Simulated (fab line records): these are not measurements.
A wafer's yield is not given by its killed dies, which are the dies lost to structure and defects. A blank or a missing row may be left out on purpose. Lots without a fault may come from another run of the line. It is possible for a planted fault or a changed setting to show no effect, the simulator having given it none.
Matching of chambers | flow n5 finfet | N5_BEOL_M8_PECVD_70 on pecvd-01 has 3 sister chambers
The step deposits SiO2 from TEOS/O2, target thk 20 nm, time 22.7 s. 6 wafers are shown with their chamber, then 7 later ones without.

== EACH WAFER AND ITS CHAMBER ==
wafer  | chamber | showerhead plenum p Torr (Torr) | throttle valve pct (%)
L086.3 | 2       | 8.79                            | 22.1
L086.4 | 1       | 8.85                            | 21.6
L087.4 | 0       | 8.82                            | 21.8
L087.5 | 2       | 8.79                            | 21.9
L090.4 | 0       | 8.77                            | 22.2
L090.5 | 1       | 8.86                            | 21.5

== WAFERS WHOSE CHAMBER IS MISSING ==
wafer  | showerhead plenum p Torr (Torr) | throttle valve pct (%)
L090.6 | 8.78                            | 22.0
L095.4 | 8.80                            | 22.4
L095.5 | 8.79                            | 21.7
L095.6 | 8.85                            | 21.6
L093.1 | 8.80                            | 21.7
L093.4 | 8.77                            | 22.0
L093.5 | 8.86                            | 21.7

== WHICH CHAMBER EACH WENT THROUGH ==
wafer  | from the rows above          | in truth
L090.6 | can't be placed: 2 or 0      | 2
L095.4 | can't be placed: 0 or 2      | 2
L095.5 | can't be placed: 2 or 0 or 1 | 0
L095.6 | 1                            | 1
L093.1 | can't be placed: 0 or 2 or 1 | 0
L093.4 | can't be placed: 2 or 0      | 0
L093.5 | 1                            | 1
2 of 7 placed correctly. From these rows, 5 cannot be placed; in 5 the true chamber is one of the candidates. Placed wrongly: 0.
How it was worked out, from the rows above alone: a wafer's distance from a chamber is the root of the sum, over the readings, of the square of ((its reading less the chamber's mean) divided by the reading's scatter). The wafer belongs to the nearest chamber; if the next one is less than 2 further off, it can't be placed. Each chamber's mean is taken over the wafers shown for it. The scatter: take each reading less its chamber's mean, square it, sum over the shown wafers, divide by the number of wafers less the number of chambers, and take the root.
